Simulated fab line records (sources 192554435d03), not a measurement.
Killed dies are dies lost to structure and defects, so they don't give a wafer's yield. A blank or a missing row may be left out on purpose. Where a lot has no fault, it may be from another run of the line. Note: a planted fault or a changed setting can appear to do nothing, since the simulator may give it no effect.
Lot-split experiment :: flow n5-finfet :: on a route of 1938 steps: 7 lots, 21 wafers read

ON THE SPLIT
At N5_BEOL_M11_COAT_63 (time 60 s, resist thk 100 nm), the setting spin-rpm was moved away from the recipe's 1500 rpm on 7 of the 21 wafers read, by -9.7% to -3.9%. For the rest of the wafers, this setting stayed at what the recipe calls for.

FROM THE SPLIT TO THE READING: what the file shows between them, 6 steps
- N5_BEOL_M11_COAT_64: time 60 s, resist thk 30 nm
- N5_BEOL_M11_COAT_22: resist thk 90 nm
- N5_BEOL_M11_DESCUM_33: chemistry O2, time 7.9 s
- N5_BEOL_M11_ETCH_65: etches SiARC in CF4, target depth 39 nm, time 65 s
- N5_BEOL_M11_ETCH_66: etches SOC in N2/H2, target depth 120 nm, overetch 24 nm, time 180 s
- N5_BEOL_M11_STRIP_69: strips in N2/H2

THE READING
SOC_of_BEOL_M11_COAT_63.thk-nm (the simulator's own value, which no gauge read), in nm, at N5_BEOL_M11_VIA_ETCH_34 (etches SiCOH lowk in C4F6/O2, target depth 184.5 nm, time 69.2 s). The file does not state a usual value for it. The 14 wafers here that ran the recipe average 92.1 nm, standard deviation 0.21 nm.

wafer: L076.3
tool, chamber at the split: litho-track-03, 0
spin-rpm as run, rpm: 1500
against the recipe: recipe
SOC_of_BEOL_M11_COAT_63.thk-nm, nm: 92.4
against lot-mates on the recipe: -

wafer: L076.4
tool, chamber at the split: litho-track-03, 0
spin-rpm as run, rpm: 1354
against the recipe: -9.7%
SOC_of_BEOL_M11_COAT_63.thk-nm, nm: 97.2
against lot-mates on the recipe: +5.1

wafer: L076.5
tool, chamber at the split: litho-track-03, 0
spin-rpm as run, rpm: 1500
against the recipe: recipe
SOC_of_BEOL_M11_COAT_63.thk-nm, nm: 91.8
against lot-mates on the recipe: -

wafer: L079.1
tool, chamber at the split: litho-track-02, 0
spin-rpm as run, rpm: 1500
against the recipe: recipe
SOC_of_BEOL_M11_COAT_63.thk-nm, nm: 91.8
against lot-mates on the recipe: -

wafer: L079.5
tool, chamber at the split: litho-track-02, 0
spin-rpm as run, rpm: 1442
against the recipe: -3.9%
SOC_of_BEOL_M11_COAT_63.thk-nm, nm: 94
against lot-mates on the recipe: +2.2

wafer: L079.6
tool, chamber at the split: litho-track-02, 0
spin-rpm as run, rpm: 1442
against the recipe: -3.9%
SOC_of_BEOL_M11_COAT_63.thk-nm, nm: 93.8
against lot-mates on the recipe: +2.0

wafer: L086.1
tool, chamber at the split: litho-track-05, 0
spin-rpm as run, rpm: 1500
against the recipe: recipe
SOC_of_BEOL_M11_COAT_63.thk-nm, nm: 92.2
against lot-mates on the recipe: -

wafer: L086.4
tool, chamber at the split: litho-track-05, 0
spin-rpm as run, rpm: 1383
against the recipe: -7.8%
SOC_of_BEOL_M11_COAT_63.thk-nm, nm: 96.6
against lot-mates on the recipe: +4.4

wafer: L086.6
tool, chamber at the split: litho-track-05, 0
spin-rpm as run, rpm: 1383
against the recipe: -7.8%
SOC_of_BEOL_M11_COAT_63.thk-nm, nm: 96.6
against lot-mates on the recipe: +4.4

wafer: L087.4
tool, chamber at the split: litho-track-02, 0
spin-rpm as run, rpm: 1500
against the recipe: recipe
SOC_of_BEOL_M11_COAT_63.thk-nm, nm: 92
against lot-mates on the recipe: -

wafer: L087.6
tool, chamber at the split: litho-track-02, 0
spin-rpm as run, rpm: 1500
against the recipe: recipe
SOC_of_BEOL_M11_COAT_63.thk-nm, nm: 92
against lot-mates on the recipe: -

wafer: L087.5
tool, chamber at the split: litho-track-02, 0
spin-rpm as run, rpm: 1500
against the recipe: recipe
SOC_of_BEOL_M11_COAT_63.thk-nm, nm: 91.8
against lot-mates on the recipe: -

wafer: L088.1
tool, chamber at the split: litho-track-05, 0
spin-rpm as run, rpm: 1500
against the recipe: recipe
SOC_of_BEOL_M11_COAT_63.thk-nm, nm: 92.2
against lot-mates on the recipe: -

wafer: L088.5
tool, chamber at the split: litho-track-05, 0
spin-rpm as run, rpm: 1379
against the recipe: -8.1%
SOC_of_BEOL_M11_COAT_63.thk-nm, nm: 96.6
against lot-mates on the recipe: +4.4

wafer: L088.6
tool, chamber at the split: litho-track-05, 0
spin-rpm as run, rpm: 1379
against the recipe: -8.1%
SOC_of_BEOL_M11_COAT_63.thk-nm, nm: 96.8
against lot-mates on the recipe: +4.6

wafer: L096.1
tool, chamber at the split: litho-track-03, 0
spin-rpm as run, rpm: 1500
against the recipe: recipe
SOC_of_BEOL_M11_COAT_63.thk-nm, nm: 92.4
against lot-mates on the recipe: -

wafer: L096.2
tool, chamber at the split: litho-track-03, 0
spin-rpm as run, rpm: 1500
against the recipe: recipe
SOC_of_BEOL_M11_COAT_63.thk-nm, nm: 92
against lot-mates on the recipe: -

wafer: L096.6
tool, chamber at the split: litho-track-03, 0
spin-rpm as run, rpm: 1500
against the recipe: recipe
SOC_of_BEOL_M11_COAT_63.thk-nm, nm: 92.2
against lot-mates on the recipe: -

wafer: L097.1
tool, chamber at the split: litho-track-05, 0
spin-rpm as run, rpm: 1500
against the recipe: recipe
SOC_of_BEOL_M11_COAT_63.thk-nm, nm: 92
against lot-mates on the recipe: -

wafer: L097.3
tool, chamber at the split: litho-track-05, 0
spin-rpm as run, rpm: 1500
against the recipe: recipe
SOC_of_BEOL_M11_COAT_63.thk-nm, nm: 92.2
against lot-mates on the recipe: -

wafer: L097.6
tool, chamber at the split: litho-track-05, 0
spin-rpm as run, rpm: 1500
against the recipe: recipe
SOC_of_BEOL_M11_COAT_63.thk-nm, nm: 91.8
against lot-mates on the recipe: -

THE FIT
A straight line over all 21 wafers: SOC_of_BEOL_M11_COAT_63.thk-nm changes by -0.56 nm for each +1% of spin-rpm; r = -0.99; the points scatter about the line by 0.23 nm.
The same after taking each lot's own level away (the mean of its wafers on the recipe; 21 wafers): -0.55 nm for each +1%; r = -1.00; scatter 0.16 nm.
The reading moves by 5.4 nm for the largest change in spin-rpm, on that fit.
The span of the lots' own levels, 91.80 to 92.20 nm, comes to 1.9 times the standard deviation stated above.
So the lot-to-lot level changes the slope little: the two slopes agree.
Check: with one of the wafers moved furthest among these (-9.7%) left out of the fit, the line predicts +5.44 nm for it against its lot-mates. Against them it came out at +5.1 nm.

THESE WAFERS: OTHER SPLITS
Other splits were also applied to these wafers ahead of the reading. Each is held against what the fit with the lots' levels taken away leaves over:
other split on the same wafers: N5_BEOL_M8_PEB_09 peb-time-s
wafers away from the commonest value: 6
r with SOC_of_BEOL_M11_COAT_63.thk-nm (lot level and that fit taken away): +0.10

other split on the same wafers: N5_BEOL_M8_DEP_56 time-s
wafers away from the commonest value: 10
r with SOC_of_BEOL_M11_COAT_63.thk-nm (lot level and that fit taken away): +0.35

other split on the same wafers: N5_BEOL_M9_SPUTTER_48 power-w
wafers away from the commonest value: 3
r with SOC_of_BEOL_M11_COAT_63.thk-nm (lot level and that fit taken away): -0.26

other split on the same wafers: N5_BEOL_M10_VIA_ETCH_34 time-s
wafers away from the commonest value: 11
r with SOC_of_BEOL_M11_COAT_63.thk-nm (lot level and that fit taken away): +0.10

other split on the same wafers: N5_BEOL_M11_ETCH_62 time-s
wafers away from the commonest value: 10
r with SOC_of_BEOL_M11_COAT_63.thk-nm (lot level and that fit taken away): -0.03

THE WHOLE CHAIN: every reading that the file lists as answering this split, in the file's order
step: N5_BEOL_M11_COAT_63
what it does: time 60 s, resist thk 100 nm
reading: SOC_of_BEOL_M11_COAT_63.thk-nm (the simulator's own value, which no gauge read)
change (the file's fit): -0.53 nm for each +1% of the setting
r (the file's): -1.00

step: N5_BEOL_M11_ETCH_66
what it does: etches SOC in N2/H2, target depth 120 nm, overetch 24 nm, time 180 s
reading: etch.depth-nm (the simulator's own value, which no gauge read)
change (the file's fit): -0.527 nm for each +1% of the setting
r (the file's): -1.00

step: N5_BEOL_M11_VIA_ETCH_34
what it does: etches SiCOH lowk in C4F6/O2, target depth 184.5 nm, time 69.2 s
reading: SOC_of_BEOL_M11_COAT_63.thk-nm (the simulator's own value, which no gauge read)
change (the file's fit): -0.545 nm for each +1% of the setting
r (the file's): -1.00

FILE'S OWN FIT
SOC_of_BEOL_M11_COAT_63.thk-nm changes by -0.545 nm for each +1% of spin-rpm, r = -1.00.
